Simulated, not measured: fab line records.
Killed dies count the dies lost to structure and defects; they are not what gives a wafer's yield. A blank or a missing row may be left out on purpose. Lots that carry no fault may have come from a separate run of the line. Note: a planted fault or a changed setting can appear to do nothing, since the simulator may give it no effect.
8D (eight disciplines) problem report, filled in by code :: flow n5 finfet :: the parts of the form that need people (team, actions taken, sign-off) are left out

1. THE ISSUE
At N5_SDB_CD_MEAS_11, cd nm averages 42.3 nm over 6 wafers from 2 lots, while fault-free wafers read 49.8 nm, standard deviation 1.5. Relative to the usual mean, that is a shift of -5.0 standard deviations.
The step: target cd 50 nm.
First observed at day 9 01:20: wafer L648.1, on cd sem-02. At this step, 25 wafers from 10 lots have a number in the record. By rule, "out" or "out of limits" means more than 4 standard deviations away from the usual mean. The rest of the wafers with a number are treated as sound.

2. WHAT THIS IS AND IS NOT
question: which readings at this step
is: cd nm
is not: -

question: which lots
is: L648, L649
is not: L627, L628, L630, L631, L632, L634, L636, L638

question: which wafers of those lots
is: all that have a number
is not: -

question: read on which gauges
is: cd sem-02
is not: cd sem-01, cd sem-03

question: when
is: from day 9 01:20
is not: up to then (19 sound wafers)

3. THE SUSPECTS, EACH WITH WHAT RULES IT OUT
Counting: a tool at any process step up to the reading remains a suspect when it ran all the lots that are out and ran no sound lot after the first of those.
- ruled out: the gauge at N5_SDB_CD_MEAS_11. All the wafers that are out were read on cd sem-02, but those of them that N5_SDB_EXPOSE_08 has rows for are out there too, on other tools.
- arfi scanner-02 at N5_SDB_EXPOSE_08 (exposes mask SDB): kept. It processed each lot that is out, first L648 at day 9 01:13, and no sound lot thereafter; up to then, the last sound lot it processed was L632 at day 5 05:52. On those wafers its own readings are out: exposure dose mJ cm2.
Remaining after the count: arfi scanner-02 at N5_SDB_EXPOSE_08.

4. THE CAUSE (what the simulator had put in)
Drift in process parameters on arfi scanner-02 at N5_SDB_EXPOSE_08, starting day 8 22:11. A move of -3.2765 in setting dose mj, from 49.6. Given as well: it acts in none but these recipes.
This tool alone remained once counting was done.

5. SEQUENCE OF EFFECTS, ordered by route
One row per reading whose mean, taken over the struck wafers that have a number, lies over 3 standard deviations from the usual. Scope: only readings with a usual standard deviation given in the record; hours: median across lots of the time from each lot's start at the first step in this table that gives one to its start at this step; sigmas: change in usual standard deviations.
hours: 0
step: N5_SDB_EXPOSE_08
reading: exposure dose mJ cm2
usual: 49.58
on struck wafers: 46.62
change: -2.96
sigmas: -52

hours: 0
step: N5_SDB_CD_MEAS_11
reading: cd nm
usual: 49.8 nm
on struck wafers: 42.3
change: -7.5
sigmas: -5.0

hours: 253
step: N5_PASSIVATION_PROBE_49
reading: defect limited yield
usual: 91.2 %
on struck wafers: 78.8
change: -12.4
sigmas: -8.9

hours: 253
step: N5_PASSIVATION_PROBE_49
reading: killed at front end
usual: 38
on struck wafers: 194
change: +156
sigmas: +16

hours: 253
step: N5_PASSIVATION_PROBE_49
reading: killed dies
usual: 104
on struck wafers: 250
change: +146
sigmas: +8.6

hours: 253
step: N5_PASSIVATION_PROBE_49
reading: killed on rim
usual: 14
on struck wafers: 73
change: +59
sigmas: +15

hours: 253
step: N5_PASSIVATION_PROBE_49
reading: sort_bin_5_function
usual: 5.2 %
on struck wafers: 18.2
change: +13.0
sigmas: +13
Here are the process steps it includes:
- N5_SDB_EXPOSE_08: exposes mask SDB.
- N5_PASSIVATION_PROBE_49
At these later measuring or inspecting steps, every struck wafer for which the step has a row has a number for every such reading, and none has moved that far: N5_BEOL_M4_RC_MEAS_101.

6. HOW IT WOULD HAVE BEEN CAUGHT EARLIER
3 hours passed between the start of the fault at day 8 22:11 and the first reading out of limits at a measuring or inspecting step in this record, taken at day 9 01:20.
At N5_SDB_EXPOSE_08, the tool's own readings (exposure dose mJ cm2) were out on each struck wafer the step has a row for, so an alarm limit on them would have fired on the first such wafer.
Of the lots that are out (2), L649 began N5_SDB_EXPOSE_08 on arfi scanner-02 after day 9 01:20. It would have been spared by a hold on the tool at that moment.
